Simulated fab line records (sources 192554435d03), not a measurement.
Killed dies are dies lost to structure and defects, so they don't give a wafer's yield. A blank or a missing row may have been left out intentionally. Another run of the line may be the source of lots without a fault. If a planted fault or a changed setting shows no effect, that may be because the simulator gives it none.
Which of the tools did it? :: flow n5Finfet :: Sampling: 12 lots, 36 wafers, 5 of 1938 route steps

WHAT THE GAUGES SHOWED, per wafer
N5_SD_EPI_N_INSPECT_26: inspects for defects (darkfield).
lot: L075
measured: day 3 12:55
on: defectInspect-02
rawDefectCount: 231 237 329

lot: L077
measured: day 4 01:40
on: defectInspect-02
rawDefectCount: 226 212 175

lot: L079
measured: day 4 11:19
on: defectInspect-01
rawDefectCount: 150 191 200

lot: L081
measured: day 5 00:58
on: defectInspect-02
rawDefectCount: 340 192 235

lot: L083
measured: day 5 13:08
on: defectInspect-02
rawDefectCount: 151 159 168

lot: L085
measured: day 6 00:42
on: defectInspect-02
rawDefectCount: 251 205 226

lot: L087
measured: day 6 12:05
on: defectInspect-01
rawDefectCount: 242 155 215

lot: L089
measured: day 6 22:29
on: defectInspect-01
rawDefectCount: 268 206 155

lot: L091
measured: day 7 12:07
on: defectInspect-02
rawDefectCount: 222 257 150

lot: L093
measured: day 8 00:02
on: defectInspect-02
rawDefectCount: 221 251 188

lot: L095
measured: day 8 12:30
on: defectInspect-02
rawDefectCount: 195 175 211

lot: L097
measured: day 9 01:43
on: defectInspect-01
rawDefectCount: 187 163 163

WHICH TOOL RAN EACH LOT (tool, then ch and the chambers of the sampled wafers, then the start)
lot: L075
N5_FIN_SAQP_HM_CD_35: cdSem-02, day 2 09:18
N5_FIN_CUT_CUT_ETCH_26: rieDiel-02 ch 0,1,3, day 2 10:37
N5_DUMMY_GATE_ETCH_42: rieDiel-02 ch 1,2, day 3 07:08
N5_SPACER0_ALD_08: aldSin-02 ch 0,3, day 3 07:54

lot: L077
N5_FIN_SAQP_HM_CD_35: cdSem-03, day 2 19:39
N5_FIN_CUT_CUT_ETCH_26: rieDiel-02 ch 0,1,2, day 2 20:52
N5_DUMMY_GATE_ETCH_42: rieDiel-04 ch 1,2, day 3 19:29
N5_SPACER0_ALD_08: aldSin-03 ch 1,2,3, day 3 20:10

lot: L079
N5_FIN_SAQP_HM_CD_35: cdSem-02, day 3 07:58
N5_FIN_CUT_CUT_ETCH_26: rieDiel-02 ch 0,1,3, day 3 09:10
N5_DUMMY_GATE_ETCH_42: rieDiel-06 ch 0,3, day 4 04:23
N5_SPACER0_ALD_08: aldSin-03 ch 1,2,3, day 4 06:13

lot: L081
N5_FIN_SAQP_HM_CD_35: cdSem-02, day 3 20:05
N5_FIN_CUT_CUT_ETCH_26: rieDiel-04 ch 0,2, day 3 21:16
N5_DUMMY_GATE_ETCH_42: rieDiel-02 ch 2,3, day 4 16:43
N5_SPACER0_ALD_08: aldSin-01 ch 0,1, day 4 18:59

lot: L083
N5_FIN_SAQP_HM_CD_35: cdSem-03, day 4 10:25
N5_FIN_CUT_CUT_ETCH_26: rieDiel-04 ch 1,2, day 4 11:52
N5_DUMMY_GATE_ETCH_42: rieDiel-04 ch 0,3, day 5 07:04
N5_SPACER0_ALD_08: aldSin-03 ch 2,3, day 5 07:44

lot: L085
N5_FIN_SAQP_HM_CD_35: cdSem-03, day 4 21:07
N5_FIN_CUT_CUT_ETCH_26: rieDiel-04 ch 0,1,2, day 4 22:19
N5_DUMMY_GATE_ETCH_42: rieDiel-06 ch 0,2,3, day 5 18:44
N5_SPACER0_ALD_08: aldSin-03 ch 1,2, day 5 19:25

lot: L087
N5_FIN_SAQP_HM_CD_35: cdSem-02, day 5 09:25
N5_FIN_CUT_CUT_ETCH_26: rieDiel-04 ch 0,3, day 5 10:46
N5_DUMMY_GATE_ETCH_42: rieDiel-04 ch 1,2,3, day 6 06:35
N5_SPACER0_ALD_08: aldSin-01 ch 0,1, day 6 07:25

lot: L089
N5_FIN_SAQP_HM_CD_35: cdSem-01, day 5 20:15
N5_FIN_CUT_CUT_ETCH_26: rieDiel-04 ch 2,3, day 5 21:38
N5_DUMMY_GATE_ETCH_42: rieDiel-04 ch 0,1, day 6 17:01
N5_SPACER0_ALD_08: aldSin-01 ch 0,1,3, day 6 17:47

lot: L091
N5_FIN_SAQP_HM_CD_35: cdSem-02, day 6 08:56
N5_FIN_CUT_CUT_ETCH_26: rieDiel-02 ch 0,3, day 6 10:23
N5_DUMMY_GATE_ETCH_42: rieDiel-02 ch 0,2,3, day 7 06:03
N5_SPACER0_ALD_08: aldSin-01 ch 1,2, day 7 06:55

lot: L093
N5_FIN_SAQP_HM_CD_35: cdSem-03, day 6 21:44
N5_FIN_CUT_CUT_ETCH_26: rieDiel-02 ch 1,2,3, day 6 23:02
N5_DUMMY_GATE_ETCH_42: rieDiel-06 ch 1,2,3, day 7 18:10
N5_SPACER0_ALD_08: aldSin-02 ch 0,1,3, day 7 18:50

lot: L095
N5_FIN_SAQP_HM_CD_35: cdSem-01, day 7 09:00
N5_FIN_CUT_CUT_ETCH_26: rieDiel-06 ch 0,1,3, day 7 10:18
N5_DUMMY_GATE_ETCH_42: rieDiel-02 ch 0,1, day 8 05:40
N5_SPACER0_ALD_08: aldSin-02 ch 0,1,3, day 8 06:22

lot: L097
N5_FIN_SAQP_HM_CD_35: cdSem-01, day 7 20:00
N5_FIN_CUT_CUT_ETCH_26: rieDiel-06 ch 0,3, day 7 21:10
N5_DUMMY_GATE_ETCH_42: rieDiel-06 ch 0,2, day 8 18:10
N5_SPACER0_ALD_08: aldSin-02 ch 1,2, day 8 20:59
- N5_FIN_SAQP_HM_CD_35: target cd 8 nm.
- N5_FIN_CUT_CUT_ETCH_26: etches SiNx in CH3F/O2, target depth 39 nm, time 55.7 s.
- N5_DUMMY_GATE_ETCH_42: etches SiO2 in CHF3/O2, target depth 3.5 nm, time 31 s.
- N5_SPACER0_ALD_08: deposits SiNx, target thk 2 nm.

THE ANSWER, worked out from the rows above alone
Rule: usual is defined by the lots themselves. Put in order of their means at a reading, lots are off if they are a third of the lots or fewer, leave a main group of 4 or more, and stand apart from it by a gap of 3 or more times the standard deviation of the main group's means; of several such gaps the widest counts. The tables above print the reading to a certain number of digits; a main group whose means all agree to those digits is not used. Also off: a lot with no number at a reading for which 4 or more lots have one. Where the step has rows for the other lots, those lots are counted as sound.
None of the lots is off at any reading shown; this tells nothing.

WHAT WAS PUT IN BY THE SIMULATOR
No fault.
